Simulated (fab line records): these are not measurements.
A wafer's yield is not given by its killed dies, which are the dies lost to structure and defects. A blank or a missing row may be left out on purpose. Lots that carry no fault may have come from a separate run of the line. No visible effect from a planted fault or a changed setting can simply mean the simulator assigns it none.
Chamber matching :: flow n5 finfet :: 4 sister chambers for N5_FIN_CUT_ETCH_21 on rie diel-01
The step etches SOC in N2/H2, target depth 219 nm, overetch 43.8 nm, time 523.5 s. 30 wafers are shown with their chamber, then 12 later ones without.

== EACH WAFER AND ITS CHAMBER ==
wafer: L075.2
chamber: 1
throttle valve pct (%): 18.03
showerhead plenum p Torr (Torr): 2.60
oes product au (a.u.): 0.66

wafer: L075.5
chamber: 3
throttle valve pct (%): 18.37
showerhead plenum p Torr (Torr): 2.60
oes product au (a.u.): 0.74

wafer: L075.6
chamber: 2
throttle valve pct (%): 17.89
showerhead plenum p Torr (Torr): 2.66
oes product au (a.u.): 0.70

wafer: L076.1
chamber: 2
throttle valve pct (%): 17.90
showerhead plenum p Torr (Torr): 2.66
oes product au (a.u.): 0.71

wafer: L076.4
chamber: 3
throttle valve pct (%): 18.38
showerhead plenum p Torr (Torr): 2.60
oes product au (a.u.): 0.74

wafer: L076.6
chamber: 2
throttle valve pct (%): 17.91
showerhead plenum p Torr (Torr): 2.66
oes product au (a.u.): 0.71

wafer: L077.2
chamber: 0
throttle valve pct (%): 18.04
showerhead plenum p Torr (Torr): 2.54
oes product au (a.u.): 0.68

wafer: L077.3
chamber: 2
throttle valve pct (%): 17.89
showerhead plenum p Torr (Torr): 2.66
oes product au (a.u.): 0.71

wafer: L077.4
chamber: 1
throttle valve pct (%): 18.02
showerhead plenum p Torr (Torr): 2.60
oes product au (a.u.): 0.66

wafer: L078.3
chamber: 3
throttle valve pct (%): 18.39
showerhead plenum p Torr (Torr): 2.60
oes product au (a.u.): 0.74

wafer: L078.4
chamber: 2
throttle valve pct (%): 17.91
showerhead plenum p Torr (Torr): 2.66
oes product au (a.u.): 0.70

wafer: L078.6
chamber: 3
throttle valve pct (%): 18.38
showerhead plenum p Torr (Torr): 2.60
oes product au (a.u.): 0.74

wafer: L081.2
chamber: 3
throttle valve pct (%): 18.41
showerhead plenum p Torr (Torr): 2.60
oes product au (a.u.): 0.73

wafer: L081.4
chamber: 2
throttle valve pct (%): 17.92
showerhead plenum p Torr (Torr): 2.66
oes product au (a.u.): 0.70

wafer: L081.6
chamber: 0
throttle valve pct (%): 18.05
showerhead plenum p Torr (Torr): 2.54
oes product au (a.u.): 0.67

wafer: L082.2
chamber: 2
throttle valve pct (%): 17.94
showerhead plenum p Torr (Torr): 2.66
oes product au (a.u.): 0.70

wafer: L082.3
chamber: 1
throttle valve pct (%): 18.04
showerhead plenum p Torr (Torr): 2.59
oes product au (a.u.): 0.67

wafer: L082.6
chamber: 0
throttle valve pct (%): 18.07
showerhead plenum p Torr (Torr): 2.54
oes product au (a.u.): 0.67

wafer: L083.1
chamber: 0
throttle valve pct (%): 18.06
showerhead plenum p Torr (Torr): 2.54
oes product au (a.u.): 0.67

wafer: L083.3
chamber: 2
throttle valve pct (%): 17.92
showerhead plenum p Torr (Torr): 2.65
oes product au (a.u.): 0.69

wafer: L083.6
chamber: 2
throttle valve pct (%): 17.93
showerhead plenum p Torr (Torr): 2.65
oes product au (a.u.): 0.70

wafer: L084.1
chamber: 0
throttle valve pct (%): 18.07
showerhead plenum p Torr (Torr): 2.54
oes product au (a.u.): 0.67

wafer: L084.2
chamber: 3
throttle valve pct (%): 18.41
showerhead plenum p Torr (Torr): 2.60
oes product au (a.u.): 0.73

wafer: L084.5
chamber: 1
throttle valve pct (%): 18.04
showerhead plenum p Torr (Torr): 2.59
oes product au (a.u.): 0.66

wafer: L087.1
chamber: 0
throttle valve pct (%): 18.08
showerhead plenum p Torr (Torr): 2.53
oes product au (a.u.): 0.67

wafer: L087.2
chamber: 2
throttle valve pct (%): 17.94
showerhead plenum p Torr (Torr): 2.65
oes product au (a.u.): 0.68

wafer: L087.3
chamber: 1
throttle valve pct (%): 18.05
showerhead plenum p Torr (Torr): 2.59
oes product au (a.u.): 0.65

wafer: L088.1
chamber: 3
throttle valve pct (%): 18.41
showerhead plenum p Torr (Torr): 2.59
oes product au (a.u.): 0.72

wafer: L088.2
chamber: 0
throttle valve pct (%): 18.07
showerhead plenum p Torr (Torr): 2.53
oes product au (a.u.): 0.66

wafer: L088.3
chamber: 1
throttle valve pct (%): 18.05
showerhead plenum p Torr (Torr): 2.59
oes product au (a.u.): 0.65

SIGNATURES (means of the wafers above)
reading: throttle valve pct
chamber 0: 18.0629
chamber 1: 18.0383
chamber 2: 17.9150
chamber 3: 18.3929
scatter within a chamber: 0.016

reading: showerhead plenum p Torr
chamber 0: 2.5371
chamber 1: 2.5933
chamber 2: 2.6570
chamber 3: 2.5986
scatter within a chamber: 0.00469

reading: oes product au
chamber 0: 0.6700
chamber 1: 0.6583
chamber 2: 0.7000
chamber 3: 0.7343
scatter within a chamber: 0.00798
Rule: a wafer's distance from a chamber is the root of the sum, over the readings, of the square of ((its reading less the chamber's mean) divided by the reading's scatter). The wafer belongs to the nearest chamber; if the next one is less than 2 further off, it can't be placed. The scatter: the root of (the sum of the squares of (reading less its chamber's mean) over the shown wafers, divided by (wafers less chambers)).

== WAFERS WITH NO CHAMBER GIVEN ==
wafer: L090.2
throttle valve pct (%): 18.07
showerhead plenum p Torr (Torr): 2.59
oes product au (a.u.): 0.65

wafer: L090.3
throttle valve pct (%): 18.43
showerhead plenum p Torr (Torr): 2.59
oes product au (a.u.): 0.72

wafer: L090.5
throttle valve pct (%): 18.07
showerhead plenum p Torr (Torr): 2.59
oes product au (a.u.): 0.65

wafer: L091.3
throttle valve pct (%): 18.09
showerhead plenum p Torr (Torr): 2.53
oes product au (a.u.): 0.66

wafer: L091.4
throttle valve pct (%): 18.43
showerhead plenum p Torr (Torr): 2.59
oes product au (a.u.): 0.72

wafer: L091.6
throttle valve pct (%): 18.06
showerhead plenum p Torr (Torr): 2.59
oes product au (a.u.): 0.64

wafer: L095.3
throttle valve pct (%): 18.08
showerhead plenum p Torr (Torr): 2.58
oes product au (a.u.): 0.65

wafer: L095.5
throttle valve pct (%): 17.97
showerhead plenum p Torr (Torr): 2.65
oes product au (a.u.): 0.68

wafer: L095.6
throttle valve pct (%): 18.08
showerhead plenum p Torr (Torr): 2.58
oes product au (a.u.): 0.65

wafer: L097.2
throttle valve pct (%): 18.09
showerhead plenum p Torr (Torr): 2.58
oes product au (a.u.): 0.64

wafer: L097.4
throttle valve pct (%): 18.44
showerhead plenum p Torr (Torr): 2.58
oes product au (a.u.): 0.71

wafer: L097.5
throttle valve pct (%): 18.09
showerhead plenum p Torr (Torr): 2.53
oes product au (a.u.): 0.65

== WHICH CHAMBER EACH ONE RAN IN ==
wafer: L090.2
from the rows above: 1
in truth: 1

wafer: L090.3
from the rows above: 3
in truth: 3

wafer: L090.5
from the rows above: 1
in truth: 1

wafer: L091.3
from the rows above: 0
in truth: 0

wafer: L091.4
from the rows above: 3
in truth: 3

wafer: L091.6
from the rows above: 1
in truth: 1

wafer: L095.3
from the rows above: 1
in truth: 1

wafer: L095.5
from the rows above: 2
in truth: 2

wafer: L095.6
from the rows above: 1
in truth: 1

wafer: L097.2
from the rows above: 1
in truth: 1

wafer: L097.4
from the rows above: 3
in truth: 3

wafer: L097.5
from the rows above: 0
in truth: 0
Correct placement for 12 of the 12. Number that these rows cannot place: 0. Number placed wrongly: 0.
